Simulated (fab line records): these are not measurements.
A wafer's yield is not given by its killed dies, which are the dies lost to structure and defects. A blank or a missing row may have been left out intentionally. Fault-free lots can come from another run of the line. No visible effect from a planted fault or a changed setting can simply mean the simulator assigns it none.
Which of the tools did it? | flow nand harc | Sampling: 6 lots, 18 wafers, 2 of 1159 route steps

== WHAT THE GAUGES SHOWED, per wafer ==
NHARC_A_SOURCE_PLATE_THK_MEAS_09: measures by ellipsometry.
lot  | measured     | on            | thk nm (nm)
L942 | day 7 07:58  | film metro-01 | 10.3 9.1 8.6
L951 | day 9 05:38  | film metro-01 | 11.8 9.4 9.8
L953 | day 10 03:08 | film metro-01 | 10.8 12.8 8.8
L955 | day 10 07:35 | film metro-01 | 10.4 8.9 9.1
L958 | day 11 03:41 | film metro-02 | 8.6 11.0 7.7
L960 | day 11 10:27 | film metro-01 | 8.7 9.9 10.5

== WHICH TOOL RAN EACH LOT (tool, then ch and the chambers of the sampled wafers, then the start) ==
lot  | NHARC_P_BONDPAD_STRIP_15
L942 | rie diel-10 ch 0,1,2, day 6 18:47
L951 | rie diel-13 ch 1,2,3, day 8 16:28
L953 | rie diel-10 ch 0,1,2, day 9 13:28
L955 | rie diel-10 ch 0,1, day 9 18:37
L958 | rie diel-10 ch 1,2,3, day 10 15:25
L960 | rie diel-10 ch 1,2,3, day 10 22:05
- NHARC_P_BONDPAD_STRIP_15: strips in O2.

== THE ANSWER, worked out from the rows above alone ==
Rule: the lots themselves supply what counts as usual. The widest of any qualifying gaps counts: lots, ordered by their means at a reading, are off when they make up no more than a third of the lots, leave a main group of 4 or more, and stand apart from it by 3 or more times the standard deviation of that group's means. The tables above print the reading to a certain number of digits; a main group whose means all agree to those digits is not used. A lot without any number at a reading at which 4 lots or more have one is off too. Where the step has rows for the other lots, those lots are counted as sound.
Nothing can be told from this: no lot is off at any reading shown.

== WHAT THE SIMULATOR HAD PUT IN ==
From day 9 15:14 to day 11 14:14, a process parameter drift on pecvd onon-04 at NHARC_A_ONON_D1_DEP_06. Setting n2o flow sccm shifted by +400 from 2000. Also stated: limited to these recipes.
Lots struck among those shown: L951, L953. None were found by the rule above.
